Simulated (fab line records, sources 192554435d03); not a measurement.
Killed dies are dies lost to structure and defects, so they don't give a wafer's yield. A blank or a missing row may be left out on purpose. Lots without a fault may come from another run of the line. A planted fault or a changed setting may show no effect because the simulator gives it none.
Split-lot experiment | flow n5_finfet | 7 lots, 21 wafers read, on a route of 1938 steps

THE SPLIT
At N5_DUMMY_GATE_EXPOSE_12 (exposes mask GATE, target cd 25 nm), the setting dose_mj was moved away from the recipe's 34 on 7 of the 21 wafers read, by -7.3% to +2.6%. The other wafers ran this setting at the recipe's value.

FROM THE SPLIT TO THE READING: what the file shows between them, 8 steps
- N5_DUMMY_GATE_PEB_13: peb time 60 s
- N5_DUMMY_GATE_DEVELOP_14: develop time 30 s
- N5_DUMMY_GATE_CD_MEAS_15: target cd 25.8 nm
- N5_DUMMY_GATE_DESCUM_20: chemistry O2, time 6.2 s (also split here: time_s)
- N5_DUMMY_GATE_ETCH_29: etches underlayer in N2/H2, target depth 13 nm
- N5_DUMMY_GATE_ETCH_36: etches SiARC in CF4, target depth 13 nm
- N5_DUMMY_GATE_TRIM_49: chemistry O2, time 29 s, target cd 14 nm
- N5_DUMMY_GATE_STRIP_40: strips in CF4

THE READING
cd_nm, in nm, at N5_DUMMY_GATE_CD_MEAS_50 (target cd 14 nm). Fault-free wafers of this fab line usually give 14.0 nm, standard deviation 0.45 nm.

wafer  | tool, chamber at the split | dose_mj as run | against the recipe | cd_nm, nm | against lot-mates on the recipe
L077.2 | euv_scanner-01, 0          | 34             | recipe             | 12.9      | -
L077.5 | euv_scanner-01, 0          | 34             | recipe             | 13.5      | -
L077.6 | euv_scanner-01, 0          | 32.29          | -5.0%              | 15.2      | +2.0
L080.2 | euv_scanner-01, 0          | 34             | recipe             | 13.4      | -
L080.3 | euv_scanner-01, 0          | 34             | recipe             | 14.2      | -
L080.5 | euv_scanner-01, 0          | 34             | recipe             | 14.1      | -
L083.1 | euv_scanner-01, 0          | 34             | recipe             | 14.7      | -
L083.2 | euv_scanner-01, 0          | 31.86          | -6.3%              | 15.9      | +1.2
L083.6 | euv_scanner-01, 0          | 31.86          | -6.3%              | 15.2      | +0.5
L087.2 | euv_scanner-01, 0          | 34             | recipe             | 13.6      | -
L087.3 | euv_scanner-01, 0          | 32.53          | -4.3%              | 14.7      | +1.3
L087.6 | euv_scanner-01, 0          | 34             | recipe             | 13.2      | -
L088.3 | euv_scanner-01, 0          | 34             | recipe             | 13.0      | -
L088.4 | euv_scanner-01, 0          | 34             | recipe             | 13.7      | -
L088.5 | euv_scanner-01, 0          | 31.53          | -7.3%              | 15.1      | +1.8
L093.2 | euv_scanner-01, 0          | 34.88          | +2.6%              | 13.7      | -0.5
L093.4 | euv_scanner-01, 0          | 34.88          | +2.6%              | 13.6      | -0.6
L093.6 | euv_scanner-01, 0          | 34             | recipe             | 14.2      | -
L095.2 | euv_scanner-02, 0          | 34             | recipe             | 14.1      | -
L095.4 | euv_scanner-02, 0          | 34             | recipe             | 14.6      | -
L095.5 | euv_scanner-02, 0          | 34             | recipe             | 14.0      | -

THE FIT
A straight line over all 21 wafers: cd_nm changes by -0.219 nm for each +1% of dose_mj; r = -0.78; the points scatter about the line by 0.51 nm.
The same after taking each lot's own level away (the mean of its wafers on the recipe; 21 wafers): -0.219 nm for each +1%; r = -0.86; scatter 0.39 nm.
On that fit, the largest move of dose_mj shifts the reading by 1.6 nm.
The lots' own levels span 13.20 to 14.70 nm, that is 3.3 times the standard deviation above.
So the lot-to-lot level blurs the effect unless lot-mates are compared.
Check: with one of the wafers moved furthest among these (-7.3%) left out of the fit, the line predicts +1.56 nm for it against its lot-mates. It came out at +1.75 nm against them.

OTHER SPLITS ON THESE WAFERS
These wafers also went through other splits before the reading. Each is held against what the fit with the lots' levels taken away leaves over:
other split on the same wafers | wafers away from the commonest value | r with cd_nm (lot level and that fit taken away)
N5_FIN_SAQP_PECVD_06 time_s    | 10                                   | +0.33
N5_FIN_SAQP_PEB_14 peb_time_s  | 12                                   | -0.18
N5_DUMMY_GATE_DESCUM_20 time_s | 5                                    | -0.57

THE WHOLE CHAIN: every reading that the file lists as answering this split, in the file's order
step                     | what it does                                                   | reading                                                           | change (the file's fit)               | r (the file's)
N5_DUMMY_GATE_CD_MEAS_15 | target cd 25.8 nm                                              | cd_nm                                                             | -0.207 nm for each +1% of the setting | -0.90
N5_DUMMY_GATE_CD_MEAS_50 | target cd 14 nm                                                | cd_nm                                                             | -0.242 nm for each +1% of the setting | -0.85
N5_DUMMY_GATE_ETCH_44    | etches poly-Si in HBr/O2, stops on SiO2, target depth 127.5 nm | DUMMY_GATE.cd_nm (the simulator's own value, which no gauge read) | -0.275 nm for each +1% of the setting | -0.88
N5_DUMMY_GATE_ETCH_42    | etches SiO2 in CHF3/O2, target depth 3.5 nm, time 31 s         | DUMMY_GATE.cd_nm (the simulator's own value, which no gauge read) | -0.262 nm for each +1% of the setting | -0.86

THE FILE'S OWN FIT
cd_nm changes by -0.242 nm for each +1% of dose_mj, r = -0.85.
